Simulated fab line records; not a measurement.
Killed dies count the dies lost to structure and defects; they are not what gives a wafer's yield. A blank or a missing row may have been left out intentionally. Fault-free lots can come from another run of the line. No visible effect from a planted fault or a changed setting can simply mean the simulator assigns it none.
Split-lot study | flow n5Finfet | 7 lots, 21 wafers read, on a route of 1938 steps

ABOUT THE SPLIT
At N5_BEOL_M7_ETCH_66 (etches SOC in N2/H2, target depth 80 nm, overetch 16 nm, time 120 s), the setting timeS was moved away from the recipe's 120 s on 7 of the 21 wafers read, by -12.0% to +18.7%. This setting was run at the recipe's value on the other wafers.

The reading is taken at the split's own step.

THE READING
SiARC_of_BEOL_M7_COAT_64.thkNm (the simulator's own value, which no gauge read), in nm, at N5_BEOL_M7_ETCH_66 (etches SOC in N2/H2, target depth 80 nm, overetch 16 nm, time 120 s). The file gives no usual value for it. Here, 14 wafers ran the recipe; their average is 6.4 nm with a standard deviation of 0.26 nm.

wafer  | tool, chamber at the split | timeS as run, s | against the recipe | SiARC_of_BEOL_M7_COAT_64.thkNm, nm | against lot-mates on the recipe
L078.1 | rieDiel-02, 3              | 135.9           | +13.3%             | 5.6                                | -1.2
L078.4 | rieDiel-02, 1              | 120             | recipe             | 6.8                                | -
L078.5 | rieDiel-02, 1              | 135.9           | +13.3%             | 6                                  | -0.8
L081.2 | rieDiel-02, 2              | 120             | recipe             | 6.4                                | -
L081.5 | rieDiel-02, 2              | 120             | recipe             | 6.4                                | -
L081.3 | rieDiel-02, 1              | 120             | recipe             | 6.6                                | -
L080.3 | rieDiel-01, 0,1            | 120             | recipe             | 6.4                                | -
L080.6 | rieDiel-01, 0,1            | 120             | recipe             | 6.4                                | -
L080.4 | rieDiel-01, 3              | 142.4           | +18.7%             | 5.2                                | -1.2
L088.1 | rieDiel-03, 1              | 120             | recipe             | 6                                  | -
L088.3 | rieDiel-03, 2              | 141.6           | +18.0%             | 5.4                                | -0.6
L088.5 | rieDiel-03, 0              | 141.6           | +18.0%             | 5.2                                | -0.8
L091.1 | rieDiel-03, 3              | 120             | recipe             | 6.6                                | -
L091.2 | rieDiel-03, 1              | 120             | recipe             | 5.8                                | -
L091.6 | rieDiel-03, 1              | 120             | recipe             | 6                                  | -
L093.1 | rieDiel-01, 2              | 105.6           | -12.0%             | 7                                  | +0.6
L093.2 | rieDiel-01, 1              | 105.6           | -12.0%             | 7.2                                | +0.8
L093.4 | rieDiel-01, 1              | 120             | recipe             | 6.4                                | -
L096.2 | rieDiel-03, 2              | 120             | recipe             | 6.4                                | -
L096.5 | rieDiel-03, 3              | 120             | recipe             | 6.6                                | -
L096.6 | rieDiel-03, 0              | 120             | recipe             | 6.2                                | -
When a row names more than one chamber, that row covers several wafers, and the file does not tell which wafer ran in which chamber.

THE FIT
A straight line over all 21 wafers: SiARC_of_BEOL_M7_COAT_64.thkNm changes by -0.057 nm for each +1% of timeS; r = -0.90; the points scatter about the line by 0.25 nm.
The same after taking each lot's own level away (the mean of its wafers on the recipe; 21 wafers): -0.0555 nm for each +1%; r = -0.91; scatter 0.22 nm.
Per that fit: largest timeS move, reading shift of 1 nm.
Measured against the standard deviation above, the lots' own levels, which go from 6.00 to 6.80 nm, span 3.0 times it.
The two slopes agree, so the slope changes little with the lot-to-lot level.
Check: with one of the wafers moved furthest among these (+18.7%) left out of the fit, the line predicts -0.992 nm for it against its lot-mates. Against them it came out at -1.2 nm.

ADDITIONAL SPLITS CARRIED BY THESE WAFERS
Other splits were also applied to these wafers ahead of the reading. Each is held against what the fit with the lots' levels taken away leaves over:
other split on the same wafers    | wafers away from the commonest value | r with SiARC_of_BEOL_M7_COAT_64.thkNm (lot level and that fit taken away)
N5_BEOL_M4_EXPOSE_08 doseMj       | 11                                   | +0.22
N5_BEOL_M5_ETCH_72 biasW          | 7                                    | +0.30
N5_BEOL_M5_COAT_22 spinRpm        | 5                                    | -0.45
N5_BEOL_M6_PECVD_70 tempC         | 4                                    | +0.09
N5_BEOL_M6_TRENCH_ETCH_37 sourceW | 7                                    | +0.01

FILE'S OWN FIT
SiARC_of_BEOL_M7_COAT_64.thkNm changes by -0.0571 nm for each +1% of timeS, r = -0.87.
